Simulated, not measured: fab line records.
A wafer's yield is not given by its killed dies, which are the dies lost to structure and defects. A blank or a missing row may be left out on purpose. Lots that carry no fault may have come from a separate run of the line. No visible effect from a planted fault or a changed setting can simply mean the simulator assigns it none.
Which tool was responsible? + flow n5Finfet + 11 lots with 33 wafers sampled at 3 steps, on a route of 1938 steps

## WHAT EACH GAUGE READ, for each wafer
Not one reading of a measure or inspect step in the record can be checked against a usual standard deviation.

## EACH LOT AND THE TOOL THAT RAN IT (in order: tool; ch and the chambers of the sampled wafers; start)
| lot  | N5_BEOL_M11_PRE_CLEAN_45    | N5_PASSIVATION_ETCH_15                     | N5_PASSIVATION_PROBE_49 |
|------|-----------------------------|--------------------------------------------|-------------------------|
| L608 | pvdSputter-01, day 10 02:41 | rieDiel-05 ch 0,2,3, no start              | -                       |
| L610 | pvdSputter-02, day 10 13:54 | rieDiel-03 ch 0,2,3, no start              | -                       |
| L609 | pvdSputter-02, day 11 08:37 | rieDiel-03 ch 0,3, no start                | -                       |
| L611 | pvdSputter-02, day 11 17:04 | rieDiel-05 ch 1,2,3, no start              | -                       |
| L612 | pvdSputter-03, day 12 01:07 | rieDiel-03 ch 1,2,3, no start              | -                       |
| L613 | pvdSputter-03, day 12 10:05 | rieDiel-06 ch 0,1, no start                | -                       |
| L618 | pvdSputter-03, day 13 18:55 | rieDiel-05 ch 2,3, day 15 08:03 or earlier | prober-02, day 15 08:03 |
| L624 | pvdSputter-02, day 15 00:53 | rieDiel-03 ch 0,1,3, no start              | -                       |
| L625 | pvdSputter-02, day 15 15:01 | rieDiel-06 ch 1,2, no start                | -                       |
| L631 | pvdSputter-02, day 17 01:21 | rieDiel-06 ch 0,1,3, no start              | -                       |
| L630 | pvdSputter-02, day 17 12:16 | rieDiel-06 ch 1,2, no start                | -                       |
- N5_BEOL_M11_PRE_CLEAN_45: time 30 s.
- N5_PASSIVATION_ETCH_15: etches SiCN in CF4/N2, target depth 75 nm, time 81.2 s.
- N5_PASSIVATION_PROBE_49

## WHAT THE TOOLS THEMSELVES READ (means of the sampled wafers that have a number; where no wafer has one, the mark that the record gives instead)
N5_BEOL_M11_PRE_CLEAN_45.
| lot  | tool          | heaterPowerW (W) | susceptorTempC (C) |
|------|---------------|------------------|--------------------|
| L608 | pvdSputter-01 | 303              | 249.93             |
| L610 | pvdSputter-02 | 341              | 249.89             |
| L609 | pvdSputter-02 | 305              | 250.20             |
| L611 | pvdSputter-02 | 304              | 250.11             |
| L612 | pvdSputter-03 | 334              | 249.90             |
| L613 | pvdSputter-03 | 341              | 249.99             |
| L618 | pvdSputter-03 | 333              | 249.97             |
| L624 | pvdSputter-02 | 307              | 249.99             |
| L625 | pvdSputter-02 | 282              | 249.88             |
| L631 | pvdSputter-02 | 339              | 250.03             |
| L630 | pvdSputter-02 | 317              | 249.91             |

N5_PASSIVATION_ETCH_15.
| lot  | tool       | cf4FlowSccm (sccm) | drypumpMotorCurrentA (A) | oesProductAu (a.u.) | rfVppV (V) | showerheadPlenumPTorr (Torr) | throttleValvePct (%) |
|------|------------|--------------------|--------------------------|---------------------|------------|------------------------------|----------------------|
| L608 | rieDiel-05 | 59.94              | 5.4                      | 0.74                | 381.6      | 2.20                         | 15.60                |
| L610 | rieDiel-03 | 59.88              | 5.8                      | 0.77                | 381.8      | 2.21                         | 15.40                |
| L609 | rieDiel-03 | 59.95              | 5.9                      | 0.83                | 381.8      | 2.17                         | 15.33                |
| L611 | rieDiel-05 | 59.95              | 5.4                      | 0.78                | 381.9      | 2.19                         | 15.43                |
| L612 | rieDiel-03 | 59.85              | 5.4                      | 0.73                | 383.2      | 2.23                         | 15.47                |
| L613 | rieDiel-06 | 59.66              | 5.6                      | 0.81                | 384.8      | 2.29                         | 15.42                |
| L618 | rieDiel-05 | 59.93              | 5.5                      | 0.73                | 382.5      | 2.20                         | 15.48                |
| L624 | rieDiel-03 | 59.86              | 5.6                      | 0.78                | 382.1      | 2.18                         | 15.44                |
| L625 | rieDiel-06 | 59.82              | 5.8                      | 0.76                | 382.5      | 2.24                         | 15.53                |
| L631 | rieDiel-06 | 59.90              | 5.4                      | 0.86                | 382.5      | 2.21                         | 15.37                |
| L630 | rieDiel-06 | 60.18              | 5.8                      | 0.74                | 383.4      | 2.24                         | 15.55                |

N5_PASSIVATION_PROBE_49.
| lot  | tool      | defectLimitedYield (%) | killed_at_M0_to_M3 | killed_at_M4_up | killedAtContacts | killedAtFrontEnd | killedAtOther | killedDies | killedOnRim | killedOpen | killedShort | sort_bin_5_function (%) | sort_bin_6_memory (%) | sortNPass | sortYieldPct (%) |
|------|-----------|------------------------|--------------------|-----------------|------------------|------------------|---------------|------------|-------------|------------|-------------|-------------------------|-----------------------|-----------|------------------|
| L618 | prober-02 | 90.1                   | 32                 | 38              | 12               | 31               | 3             | 116        | 21          | 64         | 28          | 6.3                     | 3.1                   | 1064      | 90.1             |

## THE ANSWER, worked out from the rows above alone
Rule: the usual values come from the lots themselves. Put in order of their means at a reading, lots are off if they are a third of the lots or fewer, leave a main group of 4 or more, and stand apart from it by a gap of 3 or more times the standard deviation of the main group's means; of several such gaps the widest counts. A main group whose means are all the same, to the digits that the tables above print for the reading, isn't used. A lot without any number at a reading at which 4 lots or more have one is off too. The other lots that the step has rows for count as sound. Order of review: gauges by route order, followed by the tools' own readings, for which a lot's mean as printed above is used. The first step at which some lot is off is used, and at that step the reading that is off furthest; a lot without a number counts as furthest.
Across all readings shown, no lot is off: no conclusion can be drawn from this.

## WHAT HAD BEEN PUT IN BY THE SIMULATOR
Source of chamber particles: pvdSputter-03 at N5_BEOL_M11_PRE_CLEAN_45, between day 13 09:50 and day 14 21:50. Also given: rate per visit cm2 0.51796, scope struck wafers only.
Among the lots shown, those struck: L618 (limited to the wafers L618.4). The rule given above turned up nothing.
